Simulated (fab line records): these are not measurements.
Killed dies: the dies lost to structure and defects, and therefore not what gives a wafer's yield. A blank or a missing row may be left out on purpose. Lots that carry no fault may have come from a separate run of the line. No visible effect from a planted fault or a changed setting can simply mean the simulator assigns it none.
Which of the tools did it? | flow nandHarc | 7 lots with 21 wafers sampled at 3 steps, on a route of 1159 steps

== WHAT THE GAUGES READ, wafer by wafer ==
NHARC_A_ONON_D1_THK_MEAS_02: measures by ellipsometry.
lot  | measured     | on           | thkNm (nm)
L213 | day 7 19:54  | filmMetro-01 | 1014 1015 1013
L219 | day 9 06:12  | filmMetro-02 | 995 998 998
L223 | day 10 00:10 | filmMetro-01 | 1507 1508 1506
L225 | day 10 19:09 | filmMetro-01 | 1499 1498 1498
L227 | day 11 11:07 | filmMetro-02 | 1004 1001 1002
L229 | day 11 14:32 | filmMetro-02 | 999 1001 1000
L233 | day 12 18:13 | filmMetro-02 | 1005 1005 1003

== WHICH TOOL RAN EACH LOT (tool, then ch and the chambers of the sampled wafers, then the start) ==
lot  | NHARC_A_ZERO_WELL_ETCH_13       | NHARC_A_ONON_D1_DEP_00
L213 | rieSi-03 ch 0,1,2, day 6 22:33  | pecvdOnon-02 ch 0, day 7 19:27
L219 | rieSi-05 ch 0,2,3, day 8 07:38  | pecvdOnon-03 ch 0, day 9 05:41
L223 | rieSi-03 ch 0,1,2, day 9 01:51  | pecvdOnon-01 ch 0, day 9 23:40
L225 | rieSi-03 ch 1,2,3, day 9 20:44  | pecvdOnon-01 ch 0, day 10 18:38
L227 | rieSi-03 ch 1,3, day 10 14:03   | pecvdOnon-03 ch 0, day 11 10:36
L229 | rieSi-03 ch 0,1,2, day 10 18:32 | pecvdOnon-03 ch 0, day 11 14:02
L233 | rieSi-05 ch 0,2,3, day 11 18:01 | pecvdOnon-03 ch 0, day 12 17:45
- NHARC_A_ZERO_WELL_ETCH_13: etches the open film in HBr/Cl2, target depth 120 nm, time 40.1 s.
- NHARC_A_ONON_D1_DEP_00: target thk 1000 nm.

== THE ANSWER, worked out from the rows above alone ==
Rule: usual is defined by the lots themselves. Put in order of their means at a reading, lots are off if they are a third of the lots or fewer, leave a main group of 4 or more, and stand apart from it by a gap of 3 or more times the standard deviation of the main group's means; of several such gaps the widest counts. A main group is skipped when, at the precision printed for the reading in the tables above, its means are all equal. A lot without any number at a reading at which 4 lots or more have one is off too. Any other lot the step has rows for is counted as sound.
Off: L223, L225, at NHARC_A_ONON_D1_THK_MEAS_02 (thkNm). For the main group the mean is 1004 nm and the standard deviation 5.8.
A tool fits if, at a process step before that reading, it ran every lot that is off, and no sound lot after the first of them. Gauges at NHARC_A_ONON_D1_THK_MEAS_02: tried the same way as those tools. This does not decide it: 2 tools fit, namely pecvdOnon-01 at NHARC_A_ONON_D1_DEP_00 and filmMetro-01 at NHARC_A_ONON_D1_THK_MEAS_02.

== WHAT THE SIMULATOR HAD INSERTED ==
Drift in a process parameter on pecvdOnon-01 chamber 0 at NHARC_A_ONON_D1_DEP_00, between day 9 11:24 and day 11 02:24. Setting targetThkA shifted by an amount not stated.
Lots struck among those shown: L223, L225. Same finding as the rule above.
